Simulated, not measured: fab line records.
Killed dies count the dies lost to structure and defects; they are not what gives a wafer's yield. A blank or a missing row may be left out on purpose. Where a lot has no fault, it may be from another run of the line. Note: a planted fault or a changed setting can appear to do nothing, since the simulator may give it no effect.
Matching of chambers -- flow nandHarc -- cmp-01 running NHARC_A_CHANNEL_FILL_D2_CMP_10: 4 sister chambers
The step polishes, target thk 150 nm. 8 wafers are shown with their chamber, then 8 later ones without.

== WAFERS, EACH WITH ITS CHAMBER ==
wafer,chamber,motorCurrentA (A),timeToEndpointS (s)
L085.2,2,12.3,20
L085.3,1,13.3,24
L088.3,0,12.9,18
L088.4,2,12.3,20
L090.2,1,13.8,21
L090.5,3,11.4,14
L090.6,0,12.6,14
L091.2,3,11.9,14

== WAFERS WHOSE CHAMBER IS MISSING ==
wafer,motorCurrentA (A),timeToEndpointS (s)
L091.4,12.8,18
L091.5,12.8,14
L092.4,13.1,20
L092.5,13.0,21
L092.6,11.9,14
L093.2,12.8,16
L093.4,12.7,19
L093.6,11.3,14

== EACH ONE'S CHAMBER ==
wafer,from the rows above,in truth
L091.4,can't be placed: 0 or 2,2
L091.5,0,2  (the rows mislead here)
L092.4,can't be placed: 1 or 0 or 2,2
L092.5,can't be placed: 1 or 2 or 0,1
L092.6,3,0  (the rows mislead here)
L093.2,0,0
L093.4,can't be placed: 2 or 0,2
L093.6,3,3
Correct placement for 2 of the 8. From these rows, 4 cannot be placed; in 4 the true chamber is one of the candidates. 2 placed wrongly.
How it was worked out, from the rows above alone: a wafer's distance from a chamber is the root of the sum, over the readings, of the square of ((its reading less the chamber's mean) divided by the reading's scatter). If the next closest chamber is less than 2 further off than the closest, the wafer can't be placed; otherwise it belongs to the closest. For every chamber, the mean is computed from those of its wafers that are shown. How the scatter is found: for the shown wafers, subtract from each reading the mean of its chamber, square and add these, divide the total by (wafers less chambers), then take the root.
